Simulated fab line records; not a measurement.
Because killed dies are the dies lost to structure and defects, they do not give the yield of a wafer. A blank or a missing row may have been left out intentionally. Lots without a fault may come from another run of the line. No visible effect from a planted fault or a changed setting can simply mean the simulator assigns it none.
Split-lot study | flow n5-finfet | 21 wafers read across 7 lots, on a route 1938 steps long

THE SPLIT
At N5_BEOL_M4_PECVD_72 (deposits SiO2 from TEOS/O2, target thk 16 nm, time 18 s), the setting temp-c was moved away from the recipe's 400 C on 4 of the 21 wafers read, by -4.4% to -4.3%. This setting was run at the recipe's value on the other wafers.

FROM THE SPLIT TO THE READING: what the file shows between them, 4 steps
- N5_BEOL_M4_COAT_05: resist thk 30 nm (also split here: spin-rpm)
- N5_BEOL_M4_EBR_07
- N5_BEOL_M4_SOFTBAKE_06: time 60 s
- N5_BEOL_M4_STRIP_97: strips in N2/H2, time 10 s

THE READING
SiO2_of_BEOL_M4_PECVD_72.thk-nm (the simulator's own value, which no gauge read), in nm, at N5_BEOL_M4_HM_STRIP_39 (strips TiN in peroxide tin strip, target depth 25 nm, time 158 s). There is no usual value for it anywhere in the file. The 17 wafers here that ran the recipe average 16.0 nm, standard deviation 0.22 nm.

wafer  | tool, chamber at the split | temp-c as run, C | against the recipe | SiO2_of_BEOL_M4_PECVD_72.thk-nm, nm | against lot-mates on the recipe
L074.1 | pecvd-03, 2                | 400              | recipe             | 15.6                                | -
L074.5 | pecvd-03, 1                | 400              | recipe             | 15.8                                | -
L074.6 | pecvd-03, 0                | 400              | recipe             | 16.2                                | -
L076.1 | pecvd-03, 1                | 400              | recipe             | 15.6                                | -
L076.5 | pecvd-03, 0,2              | 400              | recipe             | 16.2                                | -
L076.6 | pecvd-03, 0,2              | 400              | recipe             | 16                                  | -
L084.1 | pecvd-01, 1,2              | 400              | recipe             | 16                                  | -
L084.3 | pecvd-01, 1,2              | 400              | recipe             | 15.8                                | -
L084.6 | pecvd-01, 0                | 400              | recipe             | 16.2                                | -
L085.1 | pecvd-04, 2                | 382.9            | -4.3%              | 17.6                                | +1.6
L085.5 | pecvd-04, 0                | 382.9            | -4.3%              | 17.8                                | +1.8
L085.6 | pecvd-04, 2                | 400              | recipe             | 16                                  | -
L087.1 | pecvd-03, 0,2              | 400              | recipe             | 15.8                                | -
L087.3 | pecvd-03, 0,2              | 400              | recipe             | 15.8                                | -
L087.2 | pecvd-03, 1                | 400              | recipe             | 15.6                                | -
L089.4 | pecvd-03, 0                | 400              | recipe             | 16.2                                | -
L089.5 | pecvd-03, 1                | 400              | recipe             | 16.2                                | -
L089.6 | pecvd-03, 2                | 400              | recipe             | 16                                  | -
L094.2 | pecvd-03, 0                | 382.3            | -4.4%              | 17.8                                | +1.6
L094.5 | pecvd-03, 2                | 382.3            | -4.4%              | 17.8                                | +1.6
L094.6 | pecvd-03, 0                | 400              | recipe             | 16.2                                | -
If several chambers appear in one row, that row covers several wafers at once and the file leaves open which wafer was in which chamber.

THE FIT
A straight line over all 21 wafers: SiO2_of_BEOL_M4_PECVD_72.thk-nm changes by -0.413 nm for each +1% of temp-c; r = -0.96; the points scatter about the line by 0.21 nm.
The same after taking each lot's own level away (the mean of its wafers on the recipe; 21 wafers): -0.379 nm for each +1%; r = -0.97; scatter 0.17 nm.
The reading moves by 1.7 nm for the largest change in temp-c, on that fit.
The lots' own levels span 15.73 to 16.20 nm, that is 2.1 times the standard deviation above.
Consequently the slope shifts little with the lot-to-lot level, the two slopes agreeing.
Check: with one of the wafers moved furthest among these (-4.4%) left out of the fit, the line predicts +1.7 nm for it against its lot-mates. It came out at +1.6 nm against them.

OTHER SPLITS ON THESE WAFERS
Note: prior to the reading, these wafers also went through further splits. Each is held against what the fit with the lots' levels taken away leaves over:
other split on the same wafers | wafers away from the commonest value | r with SiO2_of_BEOL_M4_PECVD_72.thk-nm (lot level and that fit taken away)
N5_BEOL_M3_EXPOSE_25 dose-mj   | 6                                    | -0.09
N5_BEOL_M4_COAT_05 spin-rpm    | 5                                    | -0.33

THE WHOLE CHAIN: every reading that the file lists as answering this split, in the file's order
step                   | what it does                                                     | reading                                                                          | change (the file's fit)               | r (the file's)
N5_BEOL_M4_PECVD_72    | deposits SiO2 from TEOS/O2, target thk 16 nm, time 18 s          | SiO2_of_BEOL_M4_PECVD_72.thk-nm (the simulator's own value, which no gauge read) | -0.345 nm for each +1% of the setting | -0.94
N5_BEOL_M4_HM_STRIP_39 | strips TiN in peroxide tin strip, target depth 25 nm, time 158 s | SiO2_of_BEOL_M4_PECVD_72.thk-nm (the simulator's own value, which no gauge read) | -0.379 nm for each +1% of the setting | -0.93

THE FILE'S OWN FIT
SiO2_of_BEOL_M4_PECVD_72.thk-nm changes by -0.379 nm for each +1% of temp-c, r = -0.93.
